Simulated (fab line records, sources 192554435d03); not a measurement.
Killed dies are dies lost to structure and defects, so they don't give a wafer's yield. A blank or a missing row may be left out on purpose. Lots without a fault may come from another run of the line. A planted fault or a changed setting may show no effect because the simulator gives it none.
Chamber matching | flow n5_finfet | N5_BEOL_M7_ETCH_72 on rie_diel-06: 4 sister chambers
The step etches underlayer in N2/H2, target depth 6.5 nm, time 5.2 s. 8 wafers are shown with their chamber, then 8 later ones without.

WAFERS WITH THEIR CHAMBER
wafer  | chamber | drypump_motor_current_A (A) | showerhead_plenum_p_Torr (Torr)
L076.3 | 2       | 6.7                         | 2.41
L085.1 | 1       | 5.8                         | 2.45
L085.2 | 2       | 6.7                         | 2.40
L085.6 | 3       | 5.6                         | 2.63
L091.2 | 0       | 6.5                         | 2.57
L091.4 | 0       | 6.5                         | 2.57
L091.5 | 3       | 5.5                         | 2.62
L092.1 | 1       | 5.8                         | 2.44

WAFERS WITHOUT THEIR CHAMBER
wafer  | drypump_motor_current_A (A) | showerhead_plenum_p_Torr (Torr)
L092.2 | 6.8                         | 2.71
L092.3 | 6.5                         | 2.57
L094.2 | 5.8                         | 2.44
L094.3 | 6.7                         | 2.71
L094.4 | 6.4                         | 2.56
L096.2 | 5.6                         | 2.61
L096.3 | 6.5                         | 2.56
L096.5 | 5.8                         | 2.44

WHICH CHAMBER EACH WENT THROUGH
wafer  | from the rows above | in truth
L092.2 | 0                   | 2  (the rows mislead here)
L092.3 | 0                   | 0
L094.2 | 1                   | 1
L094.3 | 0                   | 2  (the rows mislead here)
L094.4 | 0                   | 0
L096.2 | 3                   | 3
L096.3 | 0                   | 0
L096.5 | 1                   | 1
Placed correctly: 6 of 8. Can't be placed from these rows: 0. Placed wrongly: 2.
How it was worked out, from the rows above alone: a wafer's distance from a chamber is the root of the sum, over the readings, of the square of ((its reading less the chamber's mean) divided by the reading's scatter). The wafer belongs to the nearest chamber; if the next one is less than 2 further off, it can't be placed. A chamber's mean is the mean of its shown wafers. The scatter: the root of (the sum of the squares of (reading less its chamber's mean) over the shown wafers, divided by (wafers less chambers)).
